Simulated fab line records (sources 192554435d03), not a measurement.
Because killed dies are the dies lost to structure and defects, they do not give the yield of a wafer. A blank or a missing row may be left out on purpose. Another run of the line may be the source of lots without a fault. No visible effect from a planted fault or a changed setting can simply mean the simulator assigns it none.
Comparing a struck lot with a sound one + flow n5Finfet + 36 out of 1938 route steps
Sound: these wafers, L212.3, L212.4, L212.6. Struck: wafers L206.1, L206.2, L206.5. The cause comes at the end.
Order at every step that has rows: each side's tool, ch and its chambers, its first start. Under that, the readings that differ: sound wafers + struck wafers + difference of the means + sigmas: that difference in standard deviations of wafers without a fault.
alike: readings with means less than 2 such deviations apart, plus words and numbers identical on both sides. not compared: withheld readings, readings lacking a value on some wafer, bounds such as >300 that could conceal the same value, and numbers that have no deviation in the record and whose values overlap.
Wherever a step has rows on one side only, a row that says differs or no value, or a row with sigmas, the two part there. Non-overlapping numbers with no deviation appear without sigmas and do not part them. Lack of a reading on every wafer of one side parts them only where that side has two or more wafers.

first, 9 steps without rows for these wafers: N5_BEOL_M4_ANNEAL_95 (time 240 s); N5_BEOL_M4_SPUTTER_96 (material Cu, target thk 4.5 nm, time 8.29 s); N5_BEOL_M4_ECD_50 (material Cu, target thk 300 nm); N5_BEOL_M4_ANNEAL_51 (time 90 s); N5_BEOL_M4_CMP_52 (polishes, stops on SiOC, t overpolish 6.8 s, target thk 40 nm); N5_BEOL_M4_PRE_CLEAN_60 (time 15 s); N5_BEOL_M4_CO_CAP_55 (material Co, precursor CCTBA/H2, target thk 2 nm, time 102.1 s); N5_BEOL_M4_PRE_CLEAN_56 (time 15 s); N5_BEOL_M4_DEP_57 (deposits SiCN from 3MS/NH3, target thk 8 nm, time 14 s).
N5_BEOL_M4_RC_MEAS_101:
  sound on prober-01 ch 0, day 13 07:07; struck on prober-01 ch 0, day 11 20:53
  alike: DIBL_N, DIBL_P, IOFF_N, IOFF_P, ION_N, ION_P, SS_N, SS_P, VT_N, VT_P
then, 24 steps without rows for these wafers: N5_BEOL_M5_ILD_DEP_00 (deposits SiCOH lowk from DEMS/porogen, target thk 140.64 nm, time 25.9 s); N5_BEOL_M5_CURE_79 (cures SiCOH lowk, time 240 s); N5_BEOL_M5_PECVD_70 (deposits SiO2 from TEOS/O2, target thk 16 nm, time 18 s); N5_BEOL_M5_HM_DEP_02 (deposits TiN, target thk 20 nm); N5_BEOL_M5_COAT_59 (time 60 s, resist thk 60 nm); N5_BEOL_M5_COAT_60 (time 60 s, resist thk 12 nm); N5_BEOL_M5_COAT_71 (time 60 s, resist thk 5 nm); N5_BEOL_M5_COAT_05 (resist thk 30 nm); N5_BEOL_M5_EBR_07; N5_BEOL_M5_SOFTBAKE_06 (time 60 s); N5_BEOL_M5_EXPOSE_08 (exposes mask M5, target cd 28 nm); N5_BEOL_M5_PEB_09 (peb time 60 s); N5_BEOL_M5_DEVELOP_10 (develop time 30 s); N5_BEOL_M5_DESCUM_16 (chemistry O2, time 7 s); N5_BEOL_M5_ETCH_72 (etches underlayer in N2/H2, target depth 6.5 nm, time 5.2 s); N5_BEOL_M5_ETCH_61 (etches SiARC in CF4, target depth 15.6 nm, time 26 s); N5_BEOL_M5_ETCH_62 (etches SOC in N2/H2, target depth 75 nm, overetch 15 nm, time 112.5 s); N5_BEOL_M5_STRIP_63 (strips in N2/H2); N5_BEOL_M5_STRIP_73 (strips in N2/H2); N5_BEOL_M5_STRIP_64 (strips in CF4); N5_BEOL_M5_HM_OPEN_17 (chemistry Cl2/BCl3, target TiN, target depth 20 nm, overetch 6 nm); N5_BEOL_M5_STRIP_19 (strips in O2); N5_BEOL_M5_COAT_65 (time 60 s, resist thk 60 nm); N5_BEOL_M5_COAT_66 (time 60 s, resist thk 12 nm).
N5_BEOL_M7_PECVD_70: deposits SiO2 from TEOS/O2, target thk 20 nm, time 22.7 s.
  sound on pecvd-01 ch 0,2, day 14 04:08; struck on pecvd-01 ch 0,2, day 12 19:29
  no value came back on the struck wafers for any of 5 readings (chamberPressureTorr (Torr), heaterPowerOuterW (W) and others); on the sound wafers chamberPressureTorr (Torr) reads 5.502 5.505 5.496
-- record jumps: 4 days separate the struck wafers' starts on either side; left off in module BEOL_M7, taken up again in module PASSIVATION, whose first shown step is the route's number 1936 --
N5_PASSIVATION_PROBE_49:
  the record has rows for the struck wafers here (prober-02, day 16 07:51) and none for the sound ones

== WHERE THEY PART ==
Earliest at N5_BEOL_M7_PECVD_70; latest, in this record, at N5_PASSIVATION_PROBE_49.

WHY: what had been put in by the simulator
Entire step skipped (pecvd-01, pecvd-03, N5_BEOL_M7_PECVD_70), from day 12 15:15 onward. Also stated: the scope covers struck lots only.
